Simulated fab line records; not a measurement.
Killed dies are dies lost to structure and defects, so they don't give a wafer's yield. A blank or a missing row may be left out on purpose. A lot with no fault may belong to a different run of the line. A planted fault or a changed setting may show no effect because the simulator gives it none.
Chamber matching | flow n5_finfet | N5_BEOL_M3_ETCHBACK_99 on rie_diel-02: 4 sister chambers
The step etches SiO2 in CHF3, target depth 5 nm, time 10.4 s. 14 wafers are shown with their chamber, then 7 later ones without.

## EACH WAFER AND ITS CHAMBER
wafer  | chamber | drypump_motor_current_A (A) | oes_product_au (a.u.) | oes_ar_750_au (a.u.)
L076.1 | 0       | 5.3                         | 0.72                  | 0.71
L076.2 | 1       | 5.9                         | 0.66                  | 0.66
L076.5 | 1       | 5.8                         | 0.66                  | 0.67
L077.1 | 2       | 5.6                         | 0.67                  | 0.68
L077.3 | 1       | 5.8                         | 0.66                  | 0.67
L077.6 | 0       | 5.3                         | 0.71                  | 0.71
L081.1 | 0       | 5.3                         | 0.72                  | 0.71
L081.3 | 1       | 5.8                         | 0.66                  | 0.66
L081.6 | 2       | 5.7                         | 0.67                  | 0.68
L083.3 | 3       | 5.5                         | 0.92                  | 0.92
L083.5 | 2       | 5.7                         | 0.97                  | 0.98
L083.6 | 3       | 5.4                         | 0.93                  | 0.93
L086.2 | 0       | 5.3                         | 0.71                  | 0.70
L086.3 | 3       | 5.5                         | 0.93                  | 0.91

SIGNATURES (averages over the wafers above)
reading                 | chamber 0 | chamber 1 | chamber 2 | chamber 3 | scatter within a chamber
drypump_motor_current_A | 5.300     | 5.825     | 5.667     | 5.467     | 0.0456
oes_product_au          | 0.7150    | 0.6600    | 0.7700    | 0.9267    | 0.0776
oes_ar_750_au           | 0.7075    | 0.6650    | 0.7800    | 0.9200    | 0.0777
Rule: a wafer lies at a distance from a chamber equal to the root of the sum of squares, over the readings, of (its reading less the chamber's mean, divided by the reading's scatter). The wafer belongs to the nearest chamber; if the next one is less than 2 further off, it can't be placed. The scatter is the square root of a quotient: the sum, over the shown wafers, of each reading's squared deviation from its chamber's mean, divided by wafers minus chambers.

## WAFERS WHOSE CHAMBER IS MISSING
wafer  | drypump_motor_current_A (A) | oes_product_au (a.u.) | oes_ar_750_au (a.u.)
L086.6 | 5.6                         | 0.97                  | 0.97
L094.1 | 5.9                         | 0.91                  | 0.91
L094.2 | 5.5                         | 0.91                  | 0.89
L094.4 | 5.3                         | 0.70                  | 0.70
L096.1 | 5.8                         | 0.91                  | 0.90
L096.3 | 5.7                         | 0.90                  | 0.92
L096.5 | 5.3                         | 0.70                  | 0.69

## WHICH CHAMBER EACH ONE RAN IN
wafer  | from the rows above     | in truth
L086.6 | can't be placed: 3 or 2 | 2
L094.1 | can't be placed: 1 or 2 | 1
L094.2 | 3                       | 3
L094.4 | 0                       | 0
L096.1 | can't be placed: 2 or 1 | 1
L096.3 | 2                       | 2
L096.5 | 0                       | 0
Correctly placed: 4 of 7. Not placeable from these rows: 3 (in 3, the candidates include the true chamber). Wrongly placed: 0.
